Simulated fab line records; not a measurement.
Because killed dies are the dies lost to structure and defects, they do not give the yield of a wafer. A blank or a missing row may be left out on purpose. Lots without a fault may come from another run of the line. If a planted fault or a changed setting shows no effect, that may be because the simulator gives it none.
Which tool was responsible? + flow n5Finfet + 25 wafers from 9 lots sampled at 6 of the route's 1938 steps

WHAT EACH GAUGE READ, for each wafer
N5_BEOL_M2_OVL_MEAS_29.
| lot  | measured     | on         | V1_OVL (nm)    |
|------|--------------|------------|----------------|
| L713 | day 7 00:08  | overlay-02 | -0.9 -0.2 -0.6 |
| L716 | day 7 14:34  | overlay-02 | 0.0 0.0 -0.1   |
| L720 | day 8 17:17  | overlay-02 | 0.2 -1.3 0.0   |
| L724 | day 9 16:58  | overlay-01 | -1.5 -0.4 -0.8 |
| L725 | day 9 22:38  | overlay-01 | -0.3 0.0 -1.2  |
| L727 | day 10 11:39 | overlay-02 | 0.1 -0.3 -0.8  |
| L729 | day 10 15:34 | overlay-02 | 0.3 -0.6       |
| L731 | day 11 09:59 | overlay-01 | 0.0 0.1        |
| L735 | day 12 07:40 | overlay-02 | -0.9 -0.2 -1.1 |

N5_BEOL_M2_OCD_MEAS_38.
| lot  | measured     | on     | trenchDepthNm (nm) |
|------|--------------|--------|--------------------|
| L713 | day 7 02:19  | ocd-01 | 55.7 56.7 55.3     |
| L716 | day 7 16:29  | ocd-02 | 56.5 57.4 55.3     |
| L720 | day 8 23:12  | ocd-01 | 55.4 56.6 54.9     |
| L724 | day 9 20:47  | ocd-02 | 56.1 56.3 55.4     |
| L725 | day 10 02:02 | ocd-02 | 55.6 55.3 54.9     |
| L727 | day 10 13:21 | ocd-01 | 56.1 55.1 52.1     |
| L729 | day 10 20:12 | ocd-01 | 54.7 51.9          |
| L731 | day 11 16:39 | ocd-01 | 55.6 52.1          |
| L735 | day 12 09:43 | ocd-01 | 54.2 54.0 55.7     |

N5_BEOL_M2_CD_MEAS_35: target cd 18 nm, target cd y 22.2 nm.
| lot  | measured     | on       | cdNm (nm)      |
|------|--------------|----------|----------------|
| L713 | day 7 02:28  | cdSem-02 | 17.0 17.6 17.6 |
| L716 | day 7 16:38  | cdSem-03 | 18.5 18.0 17.9 |
| L720 | day 8 23:21  | cdSem-01 | 18.4 17.9 18.1 |
| L724 | day 9 20:56  | cdSem-02 | 17.9 18.2 17.9 |
| L725 | day 10 02:11 | cdSem-01 | 18.0 18.8 18.0 |
| L727 | day 10 13:30 | cdSem-01 | 17.9 17.4 17.6 |
| L729 | day 10 20:22 | cdSem-01 | 18.0 18.4      |
| L731 | day 11 16:48 | cdSem-03 | 17.9 18.1      |
| L735 | day 12 09:52 | cdSem-01 | 17.7 18.0 17.6 |

N5_BEOL_M4_RC_MEAS_101.
| lot  | measured     | on        | DIBL_N (mV/V)  | DIBL_P (mV/V)  | IOFF_N (nA/um)    | IOFF_P (nA/um)    | ION_N (uA/um) | ION_P (uA/um) | SS_N (mV/dec)  | SS_P (mV/dec)  | VT_N (mV)         | VT_P (mV)            |
|------|--------------|-----------|----------------|----------------|-------------------|-------------------|---------------|---------------|----------------|----------------|-------------------|----------------------|
| L713 | day 8 08:29  | prober-01 | 35.7 36.7 35.8 | 35.7 36.6 35.5 | 0.152 0.157 0.149 | 0.207 0.215 0.198 | 677 676 664   | 464 468 460   | 71.3 71.8 71.7 | 73.3 73.8 74.5 | 249.9 249.4 251.1 | -250.3 -251.7 -249.5 |
| L716 | day 8 18:59  | prober-02 | 35.9 34.8 36.2 | 35.7 34.6 35.7 | 0.146 0.130 0.145 | 0.173 0.158 0.171 | 668 665 664   | 450 448 456   | 71.1 70.9 70.9 | 73.6 73.4 73.4 | 250.3 251.9 248.6 | -254.6 -256.9 -255.1 |
| L720 | day 9 22:48  | prober-01 | 35.8 37.2 34.7 | 36.1 38.0 35.6 | 0.159 0.187 0.134 | 0.205 0.236 0.195 | 677 683 658   | 461 462 456   | 71.3 71.7 70.5 | 73.3 73.5 73.3 | 249.3 245.6 251.4 | -251.5 -248.7 -252.2 |
| L724 | day 10 20:49 | prober-01 | 34.5 38.3 37.3 | 32.8 37.4 35.7 | 0.128 0.196 0.183 | 0.193 0.279 0.255 | 666 681 686   | 461 475 479   | 70.5 71.3 72.2 | 73.8 73.9 73.6 | 250.2 242.4 245.2 | -249.4 -240.7 -242.6 |
| L725 | day 11 04:31 | prober-01 | 36.8 36.4 37.2 | 35.7 34.3 35.9 | 0.153 0.132 0.162 | 0.200 0.178 0.203 | 669 669 672   | 461 457 461   | 71.3 71.5 72.4 | 73.3 72.7 72.8 | 250.2 254.0 247.5 | -250.9 -251.9 -250.6 |
| L727 | day 11 13:08 | prober-02 | 36.7 37.1 37.5 | 36.3 36.5 38.4 | 0.153 0.157 0.169 | 0.211 0.212 0.252 | 667 678 690   | 461 467 474   | 71.8 71.4 71.5 | 73.5 73.0 74.4 | 250.2 248.7 245.7 | -251.3 -250.3 -248.6 |
| L729 | day 12 04:40 | prober-01 | 37.4 37.6      | 37.4 37.9      | 0.165 0.167       | 0.216 0.225       | 673 669       | 456 466       | 72.4 71.7      | 73.7 73.4      | 249.8 250.1       | -250.1 -247.8        |
| L731 | day 12 16:26 | prober-01 | 36.9 37.9      | 37.3 38.5      | 0.160 0.186       | 0.221 0.218       | 665 686       | 459 461       | 71.8 71.9      | 73.4 73.7      | 252.5 247.3       | -247.9 -250.5        |
| L735 | day 13 20:34 | prober-02 | 37.5 36.8 38.2 | 37.3 37.3 38.1 | 0.160 0.155 0.175 | 0.168 0.173 0.183 | 675 675 691   | 452 458 461   | 72.1 70.9 71.8 | 73.6 73.6 73.1 | 248.8 248.2 247.3 | -257.4 -256.5 -256.1 |

EACH LOT AND THE TOOL THAT RAN IT (in order: tool; ch and the chambers of the sampled wafers; start)
| lot  | N5_BEOL_M2_TRENCH_ETCH_37         | N5_BEOL_M2_ETCH_41                           |
|------|-----------------------------------|----------------------------------------------|
| L713 | rieDiel-01 ch 1,3, day 7 02:10    | rieDiel-01 ch 1,3, day 7 02:19 or earlier    |
| L716 | rieDiel-01 ch 0,1,2, day 7 16:19  | rieDiel-01 ch 0,1,2, day 7 16:29 or earlier  |
| L720 | rieDiel-04 ch 0,2, day 8 23:02    | rieDiel-04 ch 0,2, day 8 23:12 or earlier    |
| L724 | rieDiel-04 ch 1,2,3, day 9 20:38  | rieDiel-04 ch 1,2,3, day 9 20:47 or earlier  |
| L725 | rieDiel-01 ch 1,2,3, day 10 01:53 | rieDiel-01 ch 1,2,3, day 10 02:02 or earlier |
| L727 | rieDiel-01 ch 0,2, day 10 13:12   | rieDiel-01 ch 0,2, day 10 13:21 or earlier   |
| L729 | rieDiel-01 ch 3, day 10 20:03     | rieDiel-01 ch 3, day 10 20:12 or earlier     |
| L731 | rieDiel-01 ch 2,3, day 11 16:30   | rieDiel-01 ch 2,3, day 11 16:39 or earlier   |
| L735 | rieDiel-04 ch 1,3, day 12 09:33   | rieDiel-04 ch 1,3, day 12 09:43 or earlier   |
- N5_BEOL_M2_TRENCH_ETCH_37: etches SiOC in C4F6/O2, target depth 55.555 nm, time 29.2 s.
- N5_BEOL_M2_ETCH_41: etches SiCN in CH3F/O2, target depth 29.9 nm, time 52.5 s.

AS READ BY THE TOOLS THEMSELVES (means over the sampled wafers that have a number; for cases with no such wafer, the mark the record gives instead)
N5_BEOL_M2_TRENCH_ETCH_37.
| lot  | tool       | drypumpMotorCurrentA (A) | oesProductAu (a.u.) | rfVppV (V) | runLengthS (s) | showerheadPlenumPTorr (Torr) | throttleValvePct (%) |
|------|------------|--------------------------|---------------------|------------|----------------|------------------------------|----------------------|
| L713 | rieDiel-01 | 5.2                      | 0.94                | 655        | 52.7           | 2.83                         | 20.57                |
| L716 | rieDiel-01 | 5.3                      | 0.88                | 660        | 52.5           | 2.85                         | 20.78                |
| L720 | rieDiel-04 | 5.9                      | 0.78                | 663        | 52.5           | 2.89                         | 21.17                |
| L724 | rieDiel-04 | 5.9                      | 0.78                | 665        | 52.3           | 2.85                         | 20.76                |
| L725 | rieDiel-01 | 5.4                      | 0.83                | 659        | 52.4           | 2.83                         | 20.69                |
| L727 | rieDiel-01 | 5.5                      | 0.77                | 664        | 51.6           | 2.86                         | 20.89                |
| L729 | rieDiel-01 | 5.8                      | 0.87                | 658        | 51.4           | 2.88                         | 20.71                |
| L731 | rieDiel-01 | 5.7                      | 0.78                | 660        | 51.2           | 2.85                         | 20.77                |
| L735 | rieDiel-04 | 5.6                      | 0.69                | 663        | 52.4           | 2.76                         | 20.77                |

N5_BEOL_M2_ETCH_41.
| lot  | tool       | drypumpMotorCurrentA (A) | oesProductAu (a.u.) | rfVppV (V) | runLengthS (s) | showerheadPlenumPTorr (Torr) | throttleValvePct (%) |
|------|------------|--------------------------|---------------------|------------|----------------|------------------------------|----------------------|
| L713 | rieDiel-01 | 5.1                      | 0.94                | 296.1      | 76.0           | 1.99                         | 16.01                |
| L716 | rieDiel-01 | 5.3                      | 0.88                | 297.8      | 75.8           | 2.00                         | 16.20                |
| L720 | rieDiel-04 | 5.9                      | 0.77                | 297.2      | 75.9           | 2.03                         | 16.61                |
| L724 | rieDiel-04 | 5.9                      | 0.77                | 297.3      | 75.7           | 2.00                         | 16.23                |
| L725 | rieDiel-01 | 5.4                      | 0.83                | 296.7      | 75.7           | 1.99                         | 16.16                |
| L727 | rieDiel-01 | 5.4                      | 0.78                | 297.3      | 75.6           | 2.01                         | 16.34                |
| L729 | rieDiel-01 | 5.8                      | 0.86                | 297.1      | 75.7           | 2.03                         | 16.20                |
| L731 | rieDiel-01 | 5.7                      | 0.79                | 297.5      | 75.3           | 2.01                         | 16.25                |
| L735 | rieDiel-04 | 5.6                      | 0.68                | 296.0      | 75.6           | 1.94                         | 16.31                |

THE ANSWER, worked out from the rows above alone
Rule: what is usual is taken from the lots themselves. Put in order of their means at a reading, lots are off if they are a third of the lots or fewer, leave a main group of 4 or more, and stand apart from it by a gap of 3 or more times the standard deviation of the main group's means; of several such gaps the widest counts. A main group is skipped when, at the precision printed for the reading in the tables above, its means are all equal. Also off: a lot with no number at a reading for which 4 or more lots have one. The other lots that the step has rows for count as sound. The gauges are gone through in route order, then the tools' own readings, and for those a lot's mean is taken as printed above. The first step at which some lot is off is used, and at that step the reading that is off furthest; a lot without a number counts as furthest.
Off: L727, L729, L731 (N5_BEOL_M2_TRENCH_ETCH_37, runLengthS). The main group has a mean of 52.5 s with a standard deviation of 0.12.
A tool fits if, at that step or a process step before it, it ran every lot that is off, and no sound lot after the first of them. One candidate fits, namely rieDiel-01 at N5_BEOL_M2_TRENCH_ETCH_37. A fault onset in the window from L725 (day 10 01:53, its last sound lot) to L727 (day 10 13:12, its first lot off) fits.
On the lots that are off, the tool's own readings at N5_BEOL_M2_TRENCH_ETCH_37 differ by more than 5 times the standard deviation of the sound lots' means, which bears it out; runLengthS reads 51.4 s there versus 52.5 s on the sound lots.

WHAT HAD BEEN PUT IN BY THE SIMULATOR
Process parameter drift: rieDiel-01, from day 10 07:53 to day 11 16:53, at N5_BEOL_M2_TRENCH_ETCH_37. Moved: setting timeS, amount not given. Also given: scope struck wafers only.
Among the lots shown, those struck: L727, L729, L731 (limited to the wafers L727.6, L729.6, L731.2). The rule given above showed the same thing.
